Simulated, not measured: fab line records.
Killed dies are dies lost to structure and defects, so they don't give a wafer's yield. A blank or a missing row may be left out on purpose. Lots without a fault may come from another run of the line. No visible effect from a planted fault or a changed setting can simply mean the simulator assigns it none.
What tool caused it? -- flow n5Finfet -- route of 1938 steps, sampled at 1 step: 23 lots, 69 wafers

## WHAT EACH GAUGE READ, for each wafer
N5_BEOL_M1_INSPECT_59: inspects for defects (darkfield). Usual: 73 for rawDefectCount, sd 22.
lot,measured,on,rawDefectCount,flag
L074,day 6 18:29,defectInspect-01,77 73 92,
L076,day 7 22:45,defectInspect-02,68 67 60,
L075,day 8 01:22,defectInspect-02,62 76 67,
L077,day 8 03:22,defectInspect-02,65 73 81,
L078,day 8 06:51,defectInspect-02,124 92 64,
L080,day 8 18:32,defectInspect-02,63 78 95,
L081,day 8 20:07,defectInspect-01,57 62 64,
L082,day 9 02:05,defectInspect-02,57 98 85,
L083,day 9 10:05,defectInspect-02,62 56 27,
L084,day 9 12:56,defectInspect-01,78 59 123,
L085,day 9 16:06,defectInspect-02,55 80 59,
L086,day 10 03:08,defectInspect-01,63 36 76,
L087,day 10 04:21,defectInspect-01,133 94 54,
L088,day 10 12:29,defectInspect-02,88 63 74,
L089,day 10 12:38,defectInspect-01,81 114 57,
L091,day 11 06:50,defectInspect-01,97 88 80,
L092,day 11 07:13,defectInspect-01,68 55 91,
L093,day 11 16:02,defectInspect-02,124 55 57,
L095,day 12 04:49,defectInspect-02,59 52 67,
L079,day 12 09:55,defectInspect-02,66 144 95,
L097,day 12 10:50,defectInspect-01,62 71 65,
L096,day 12 15:20,defectInspect-02,38 51 84,
L094,day 12 22:44,defectInspect-01,76 65 71,

## WHICH TOOL RAN EACH LOT (tool, then ch and the chambers of the sampled wafers, then the start)
No process step before these readings appears in the record.

## AS READ BY THE TOOLS THEMSELVES (means over the sampled wafers that have a number; for cases with no such wafer, the mark the record gives instead)
The record holds no such reading with a usual standard deviation.

## THE ANSWER, worked out from the rows above alone
Rule: take the mean of a lot's wafers that have a number; if it is more than 3 standard deviations from the usual mean, the lot is off. Also off: a lot with no number at a reading for which 4 or more lots have one. Where the step has rows for the other lots, those lots are counted as sound. Order of review: gauges by route order, followed by the tools' own readings, for which a lot's mean as printed above is used. At the first step where some lot is off, the reading lying furthest off is the one used; lots without a number count as furthest.
No lot is off at any reading shown: from this, nothing can be told.

## WHAT HAD BEEN PUT IN BY THE SIMULATOR
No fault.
